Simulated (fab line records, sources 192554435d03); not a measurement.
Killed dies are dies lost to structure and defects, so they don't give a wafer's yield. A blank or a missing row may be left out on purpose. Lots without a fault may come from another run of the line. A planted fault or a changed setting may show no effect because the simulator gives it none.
Chamber matching | flow n5_finfet | N5_BEOL_M0_SAQP_DESCUM_19 on rie_diel-06: 4 sister chambers
The step chemistry O2, time 7.9 s. 8 wafers are shown with their chamber, then 8 later ones without.

WAFERS WITH THEIR CHAMBER
wafer  | chamber | throttle_valve_pct (%) | oes_product_au (a.u.)
L076.3 | 0       | 20.20                  | 0.71
L077.1 | 2       | 20.67                  | 0.71
L081.4 | 0       | 20.24                  | 0.70
L084.5 | 3       | 20.61                  | 0.80
L085.3 | 1       | 20.39                  | 0.82
L085.4 | 3       | 20.61                  | 0.80
L085.5 | 1       | 20.42                  | 0.82
L089.3 | 2       | 20.66                  | 0.70

WAFERS WITHOUT THEIR CHAMBER
wafer  | throttle_valve_pct (%) | oes_product_au (a.u.)
L089.4 | 20.41                  | 0.81
L089.6 | 20.63                  | 0.80
L096.2 | 20.27                  | 0.68
L096.4 | 20.28                  | 0.69
L096.6 | 20.44                  | 0.80
L097.1 | 20.28                  | 0.68
L097.2 | 20.64                  | 0.77
L097.5 | 20.28                  | 0.68

WHICH CHAMBER EACH WENT THROUGH
wafer  | from the rows above | in truth
L089.4 | 1                   | 1
L089.6 | 3                   | 3
L096.2 | 0                   | 0
L096.4 | 0                   | 0
L096.6 | 1                   | 1
L097.1 | 0                   | 0
L097.2 | 3                   | 3
L097.5 | 0                   | 0
Placed correctly: 8 of 8. Can't be placed from these rows: 0. Placed wrongly: 0.
How it was worked out, from the rows above alone: a wafer's distance from a chamber is the root of the sum, over the readings, of the square of ((its reading less the chamber's mean) divided by the reading's scatter). The wafer belongs to the nearest chamber; if the next one is less than 2 further off, it can't be placed. A chamber's mean is the mean of its shown wafers. The scatter: the root of (the sum of the squares of (reading less its chamber's mean) over the shown wafers, divided by (wafers less chambers)).
